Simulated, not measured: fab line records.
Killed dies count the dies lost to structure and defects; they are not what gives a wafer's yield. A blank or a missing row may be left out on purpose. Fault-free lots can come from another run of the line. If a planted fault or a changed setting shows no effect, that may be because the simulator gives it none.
Matching of chambers + flow nand-harc + 4 sister chambers for NHARC_A_SGD_CUT_DESCUM_14 on rie-diel-12
The step chemistry O2, time 3 s. 8 wafers are shown with their chamber, then 7 later ones without.

## WAFERS PAIRED WITH THEIR CHAMBERS
| wafer  | chamber | showerhead-plenum-p-Torr (Torr) | drypump-motor-current-A (A) |
|--------|---------|---------------------------------|-----------------------------|
| L079.5 | 0       | 1.79                            | 5.6                         |
| L083.1 | 1       | 2.05                            | 5.2                         |
| L083.4 | 0       | 1.79                            | 5.7                         |
| L087.1 | 3       | 1.81                            | 6.0                         |
| L087.5 | 1       | 2.04                            | 5.2                         |
| L087.6 | 2       | 1.97                            | 6.0                         |
| L093.2 | 3       | 1.81                            | 6.0                         |
| L093.5 | 2       | 1.97                            | 6.0                         |

## WAFERS WHOSE CHAMBER IS MISSING
| wafer  | showerhead-plenum-p-Torr (Torr) | drypump-motor-current-A (A) |
|--------|---------------------------------|-----------------------------|
| L093.6 | 2.04                            | 5.2                         |
| L095.1 | 2.04                            | 5.2                         |
| L095.3 | 1.79                            | 5.7                         |
| L095.6 | 1.97                            | 6.0                         |
| L097.1 | 1.81                            | 6.0                         |
| L097.2 | 2.04                            | 5.3                         |
| L097.3 | 1.79                            | 5.7                         |

## WHICH CHAMBER EACH ONE RAN IN
| wafer  | from the rows above | in truth |
|--------|---------------------|----------|
| L093.6 | 1                   | 1        |
| L095.1 | 1                   | 1        |
| L095.3 | 0                   | 0        |
| L095.6 | 2                   | 2        |
| L097.1 | 3                   | 3        |
| L097.2 | 1                   | 1        |
| L097.3 | 0                   | 0        |
Correctly placed: 7 of 7. Left unplaced by these rows: 0. Number placed wrongly: 0.
How it was worked out, from the rows above alone: a wafer's distance from a chamber is the root of the sum, over the readings, of the square of ((its reading less the chamber's mean) divided by the reading's scatter). The wafer belongs to the nearest chamber; if the next one is less than 2 further off, it can't be placed. For every chamber, the mean is computed from those of its wafers that are shown. The scatter: take each reading less its chamber's mean, square it, sum over the shown wafers, divide by the number of wafers less the number of chambers, and take the root.
